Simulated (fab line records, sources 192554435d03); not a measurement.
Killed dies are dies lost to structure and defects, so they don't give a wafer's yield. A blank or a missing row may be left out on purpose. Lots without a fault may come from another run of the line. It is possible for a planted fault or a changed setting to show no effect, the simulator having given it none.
Which tool was responsible? + flow n5 finfet + 23 wafers from 8 lots sampled at 4 of the route's 1938 steps

## WHAT EACH GAUGE READ, for each wafer
N5_FIN_SAQP_INSPECT_40: inspects for defects (brightfield).
| lot  | measured    | on                | raw defect count |
|------|-------------|-------------------|------------------|
| L833 | day 2 08:11 | defect inspect-01 | 205 169 150      |
| L844 | day 5 05:13 | defect inspect-01 | 484 367 345      |
| L846 | day 5 14:19 | defect inspect-02 | 812 834 788      |
| L847 | day 5 20:04 | defect inspect-01 | 816 898 806      |
| L848 | day 6 02:56 | defect inspect-02 | 206 232 168      |
| L851 | day 6 20:16 | defect inspect-01 | 190 230          |
| L852 | day 7 03:04 | defect inspect-01 | 232 181 313      |
| L854 | day 7 14:34 | defect inspect-01 | 310 231 229      |

## WHICH TOOL RAN EACH LOT (tool, then ch and the chambers of the sampled wafers, then the start)
| lot  | N5_FIN_SAQP_ETCH_57               | N5_FIN_SAQP_SPACER2_ETCHBACK_29   | N5_FIN_SAQP_STRIP_77              |
|------|-----------------------------------|-----------------------------------|-----------------------------------|
| L833 | rie diel-04 ch 0,1,3, day 2 06:07 | rie diel-01 ch 0,3, day 2 07:25   | rie diel-01 ch 1,3, day 2 07:45   |
| L844 | rie diel-04 ch 0,1, day 5 00:45   | rie diel-01 ch 1,2, day 5 04:22   | rie diel-01 ch 0,1,2, day 5 04:46 |
| L846 | rie diel-01 ch 2,3, day 5 12:14   | rie diel-04 ch 0,1,2, day 5 13:32 | rie diel-05 ch 0,1, day 5 13:53   |
| L847 | rie diel-01 ch 0,2, day 5 17:51   | rie diel-05 ch 0,2, day 5 19:18   | rie diel-01 ch 0,1,2, day 5 19:38 |
| L848 | rie diel-05 ch 2,3, day 6 00:41   | rie diel-04 ch 1,3, day 6 02:04   | rie diel-01 ch 1,3, day 6 02:29   |
| L851 | rie diel-04 ch 2,3, day 6 18:10   | rie diel-05 ch 1,3, day 6 19:28   | rie diel-01 ch 0,2, day 6 19:49   |
| L852 | rie diel-01 ch 0,1,3, day 7 00:46 | rie diel-04 ch 2,3, day 7 02:05   | rie diel-05 ch 2,3, day 7 02:37   |
| L854 | rie diel-01 ch 0,1,2, day 7 12:25 | rie diel-05 ch 0,1, day 7 13:44   | rie diel-01 ch 1,2,3, day 7 14:07 |
- N5_FIN_SAQP_ETCH_57: etches SiNx in CH3F/O2, target depth 32.5 nm, time 46.4 s.
- N5_FIN_SAQP_SPACER2_ETCHBACK_29: etches SiO2 in CHF3/O2, target depth 12.2 nm, time 6.1 s.
- N5_FIN_SAQP_STRIP_77: strips in N2/H2, time 90 s.

## THE ANSWER, worked out from the rows above alone
Rule: what is usual is taken from the lots themselves. Put in order of their means at a reading, lots are off if they are a third of the lots or fewer, leave a main group of 4 or more, and stand apart from it by a gap of 3 or more times the standard deviation of the main group's means; of several such gaps the widest counts. The tables above print the reading to a certain number of digits; a main group whose means all agree to those digits is not used. Also off: a lot with no number at a reading for which 4 or more lots have one. All remaining lots with rows at the step are treated as sound.
Off: L846, L847 (N5_FIN_SAQP_INSPECT_40, raw defect count). For the main group the mean is 247 and the standard deviation 73.
A tool fits if, at a process step before that reading, it ran every lot that is off, and no sound lot after the first of them. The gauges at N5_FIN_SAQP_INSPECT_40 are tried like those tools. None of those tried fits.

## WHAT THE SIMULATOR HAD INSERTED
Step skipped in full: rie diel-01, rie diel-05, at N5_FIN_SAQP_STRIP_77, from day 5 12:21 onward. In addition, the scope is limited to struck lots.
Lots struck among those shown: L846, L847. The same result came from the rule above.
